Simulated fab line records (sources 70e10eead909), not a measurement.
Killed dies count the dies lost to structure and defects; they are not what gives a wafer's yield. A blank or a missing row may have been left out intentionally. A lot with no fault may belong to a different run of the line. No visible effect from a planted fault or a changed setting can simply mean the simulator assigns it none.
Matching of chambers | flow nand_harc | rie_diel-13 running NHARC_A_STAIRCASE_DESCUM_186: 4 sister chambers
The step chemistry O2, time 3 s. 4 wafers are shown with their chamber, then 8 later ones without.

== WAFERS, EACH WITH ITS CHAMBER ==
wafer  | chamber | showerhead_plenum_p_Torr (Torr)
L080.5 | 1       | 1.99
L081.3 | 3       | 1.81
L083.4 | 2       | 2.07
L089.2 | 0       | 1.81

== WAFERS MISSING THEIR CHAMBER ==
wafer  | showerhead_plenum_p_Torr (Torr)
L089.3 | 1.80
L089.4 | 2.06
L094.1 | 1.79
L094.2 | 2.05
L094.4 | 1.80
L095.2 | 1.79
L095.4 | 2.05
L095.5 | 1.79

== THE CHAMBER EACH PASSED THROUGH ==
wafer  | from the rows above     | in truth
L089.3 | can't be placed: 0 or 3 | 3
L089.4 | 2                       | 2
L094.1 | can't be placed: 0 or 3 | 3
L094.2 | 2                       | 2
L094.4 | can't be placed: 0 or 3 | 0
L095.2 | can't be placed: 0 or 3 | 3
L095.4 | 2                       | 2
L095.5 | can't be placed: 0 or 3 | 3
Correct placement for 3 of the 8. Not placeable from these rows: 5 (in 5, the candidates include the true chamber). Wrongly placed: 0.
How it was worked out, from the rows above alone: a wafer's distance from a chamber is the root of the sum, over the readings, of the square of ((its reading less the chamber's mean) divided by the reading's scatter). If the next closest chamber is less than 2 further off than the closest, the wafer can't be placed; otherwise it belongs to the closest. A chamber's mean is the mean of its shown wafers. The scatter (one wafer shown for each chamber): square how far every hidden wafer sits from the nearest shown wafer, average those squares and take the square root.
